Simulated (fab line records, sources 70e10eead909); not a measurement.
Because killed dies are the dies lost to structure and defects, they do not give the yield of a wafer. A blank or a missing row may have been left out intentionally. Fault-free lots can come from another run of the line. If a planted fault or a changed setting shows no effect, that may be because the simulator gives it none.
Chamber matching | flow nand_harc | rie_diel-13 running NHARC_A_SLIT_ETCH_29: 4 sister chambers
The step etches the open film in CF4/O2, target depth 100 nm, overetch 10 nm, time 55 s. 8 wafers are shown with their chamber, then 9 later ones without.

## EACH WAFER AND ITS CHAMBER
wafer  | chamber | drypump_motor_current_A (A) | rf_vpp_V (V)
L080.4 | 0       | 6.1                         | 195.5
L086.5 | 3       | 5.9                         | 196.4
L089.2 | 2       | 5.2                         | 195.9
L089.3 | 3       | 5.9                         | 196.5
L089.5 | 2       | 5.2                         | 194.8
L091.2 | 0       | 6.1                         | 196.3
L091.4 | 1       | 5.7                         | 200.1
L091.5 | 1       | 5.6                         | 199.0

## WAFERS WITHOUT THEIR CHAMBER
wafer  | drypump_motor_current_A (A) | rf_vpp_V (V)
L092.2 | 6.1                         | 195.4
L092.5 | 5.2                         | 194.6
L092.6 | 6.1                         | 197.9
L094.2 | 5.7                         | 198.8
L094.4 | 6.1                         | 196.7
L094.5 | 5.2                         | 196.6
L095.2 | 6.1                         | 196.9
L095.3 | 5.9                         | 196.4
L095.6 | 5.7                         | 198.5

## WHICH CHAMBER EACH ONE RAN IN
wafer  | from the rows above | in truth
L092.2 | 0                   | 0
L092.5 | 2                   | 2
L092.6 | 0                   | 0
L094.2 | 1                   | 1
L094.4 | 0                   | 0
L094.5 | 2                   | 2
L095.2 | 0                   | 0
L095.3 | 3                   | 3
L095.6 | 1                   | 1
Correctly placed: 9 of 9. Not placeable from these rows: 0. 0 placed wrongly.
How it was worked out, from the rows above alone: a wafer's distance from a chamber is the root of the sum, over the readings, of the square of ((its reading less the chamber's mean) divided by the reading's scatter). If the next closest chamber is less than 2 further off than the closest, the wafer can't be placed; otherwise it belongs to the closest. The mean given for a chamber averages the wafers shown for that chamber. The scatter: take each reading less its chamber's mean, square it, sum over the shown wafers, divide by the number of wafers less the number of chambers, and take the root.
